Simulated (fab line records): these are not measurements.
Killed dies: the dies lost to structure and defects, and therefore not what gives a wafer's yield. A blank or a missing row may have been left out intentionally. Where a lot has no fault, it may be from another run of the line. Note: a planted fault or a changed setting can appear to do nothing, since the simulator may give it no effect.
Struck lot and sound lot, side by side    flow nand-harc    14 steps out of a route of 1302
Sound: these wafers, L784.1, L784.5, L784.6. Struck: wafers L797.3, L797.6 (left out: L797.1, a lot-mate that was not struck); the cause follows at the end.
For every step that has rows: the tool of each side, followed by ch and its chambers, followed by its first start. Under that, the readings that differ: sound wafers    struck wafers    difference of the means    sigmas: that difference in standard deviations of wafers without a fault.
alike: readings whose means differ by less than 2 such deviations, and words and numbers that are the same on both sides. not compared: withheld readings, readings that some wafer has no value for, bounds like >300 that may hide the same value, and numbers for which the record gives no deviation and whose values overlap.
The two part at a step that has a row with sigmas, a row that says differs or no value, or rows on one side only. When numbers do not overlap yet have no deviation, they are printed without sigmas and do not part them. A reading missing from all wafers of one side parts the sides only when that side holds two or more wafers.

first, 10 steps without rows for these wafers: NHARC_A_STAIRCASE_SRD_208; NHARC_A_STAIRCASE_DEHYDRATE_209 (time 120 s); NHARC_A_STAIRCASE_HMDS_210 (time 30 s); NHARC_A_STAIRCASE_COAT_211; NHARC_A_STAIRCASE_SOFTBAKE_212 (time 170 s); NHARC_A_STAIRCASE_EBR_213; NHARC_A_STAIRCASE_EXPOSE_214 (exposes mask STAIR 3); NHARC_A_STAIRCASE_PEB_215 (peb time 130 s); NHARC_A_STAIRCASE_DEVELOP_216 (time 140 s); NHARC_A_STAIRCASE_HARDBAKE_218 (time 140 s).
NHARC_A_STAIRCASE_DESCUM_219: chemistry O2, time 3 s.
  sound on rie-diel-13 ch 1,2,3, day 18 06:10; struck on rie-diel-13 ch 2, day 24 10:32
  alike: drypump-motor-current-A, oes-product-au, rf-vpp-V, showerhead-plenum-p-Torr, throttle-valve-pct
  not compared: rf-hours-counter-h
NHARC_A_STAIRCASE_TRIM_220: chemistry O2, time 211.2 s.
  sound on rie-diel-13 ch 0,1,2, day 18 06:18; struck on rie-diel-13 ch 0,2, day 24 10:38
reading                sound              struck       difference  sigmas
oes-product-au (a.u.)  1.002 1.000 1.013  0.838 0.814  -0.179      -18
  alike: drypump-motor-current-A, rf-vpp-V, showerhead-plenum-p-Torr, throttle-valve-pct
  not compared: rf-hours-counter-h
NHARC_A_STAIRCASE_ETCH_221: etches the open film in C4F8/O2, target depth 100 nm, time 40.5 s.
  sound: rie-diel-13 ch 0,1,3; struck: rie-diel-13 ch 1,3
  alike: oes-product-au, rf-vpp-V
  not compared: rf-hours-counter-h
-- jump in the record: it breaks off in module A_STAIRCASE and resumes in module END (first step shown: number 1302 of the route), and 8 days separate the struck wafers' starts before and after --
NHARC_END_SORT_01:
  at this point the record logs the struck wafers (prober-01 ch 0, day 32 19:07) and has no rows for the sound ones

== WHERE THEY PART ==
At NHARC_A_STAIRCASE_TRIM_220 first; at NHARC_END_SORT_01 last (within this record only).

WHY: the cause the simulator had injected
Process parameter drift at NHARC_A_STAIRCASE_TRIM_220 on rie-diel-13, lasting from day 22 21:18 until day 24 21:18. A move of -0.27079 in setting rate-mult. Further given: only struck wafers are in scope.
